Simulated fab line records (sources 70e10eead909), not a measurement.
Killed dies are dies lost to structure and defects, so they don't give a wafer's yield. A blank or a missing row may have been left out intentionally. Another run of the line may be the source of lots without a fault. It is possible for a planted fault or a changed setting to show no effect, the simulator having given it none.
Chamber matching / flow nandHarc / rieDiel-12 running NHARC_P_M2_STRIP_18: 4 sister chambers
The step strips in N2/H2. 8 wafers are shown with their chamber, then 10 later ones without.

== WAFERS, EACH WITH ITS CHAMBER ==
wafer=L083.1; chamber=3; oesProductAu (a.u.)=0.981; rfVppV (V)=90.4
wafer=L086.3; chamber=2; oesProductAu (a.u.)=1.008; rfVppV (V)=90.1
wafer=L086.6; chamber=2; oesProductAu (a.u.)=1.009; rfVppV (V)=91.0
wafer=L092.1; chamber=0; oesProductAu (a.u.)=1.004; rfVppV (V)=91.1
wafer=L092.2; chamber=1; oesProductAu (a.u.)=0.985; rfVppV (V)=90.2
wafer=L092.5; chamber=0; oesProductAu (a.u.)=1.005; rfVppV (V)=89.0
wafer=L093.1; chamber=3; oesProductAu (a.u.)=0.978; rfVppV (V)=89.8
wafer=L093.4; chamber=1; oesProductAu (a.u.)=0.987; rfVppV (V)=89.4

== WAFERS MISSING THEIR CHAMBER ==
wafer=L093.6; oesProductAu (a.u.)=0.998; rfVppV (V)=90.2
wafer=L095.1; oesProductAu (a.u.)=1.000; rfVppV (V)=91.6
wafer=L095.4; oesProductAu (a.u.)=1.016; rfVppV (V)=89.4
wafer=L095.5; oesProductAu (a.u.)=0.975; rfVppV (V)=90.7
wafer=L096.2; oesProductAu (a.u.)=1.000; rfVppV (V)=91.4
wafer=L096.3; oesProductAu (a.u.)=0.983; rfVppV (V)=91.2
wafer=L096.4; oesProductAu (a.u.)=0.990; rfVppV (V)=89.5
wafer=L097.1; oesProductAu (a.u.)=1.009; rfVppV (V)=91.2
wafer=L097.3; oesProductAu (a.u.)=0.976; rfVppV (V)=90.1
wafer=L097.6; oesProductAu (a.u.)=0.989; rfVppV (V)=90.4

== THE CHAMBER EACH PASSED THROUGH ==
wafer=L093.6; from the rows above=0; in truth=0
wafer=L095.1; from the rows above=0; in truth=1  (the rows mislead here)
wafer=L095.4; from the rows above=2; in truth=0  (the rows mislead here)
wafer=L095.5; from the rows above=3; in truth=3
wafer=L096.2; from the rows above=0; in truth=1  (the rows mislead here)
wafer=L096.3; from the rows above=can't be placed: 1 or 3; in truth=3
wafer=L096.4; from the rows above=1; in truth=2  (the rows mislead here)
wafer=L097.1; from the rows above=2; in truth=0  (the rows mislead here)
wafer=L097.3; from the rows above=3; in truth=3
wafer=L097.6; from the rows above=1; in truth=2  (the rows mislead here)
Correctly placed: 3 of 10. Cannot be placed on the basis of these rows: 1; the candidates contain the true chamber in 1. 6 placed wrongly.
How it was worked out, from the rows above alone: a wafer's distance from a chamber is the root of the sum, over the readings, of the square of ((its reading less the chamber's mean) divided by the reading's scatter). The wafer belongs to the nearest chamber; if the next one is less than 2 further off, it can't be placed. The mean given for a chamber averages the wafers shown for that chamber. How the scatter is found: for the shown wafers, subtract from each reading the mean of its chamber, square and add these, divide the total by (wafers less chambers), then take the root.
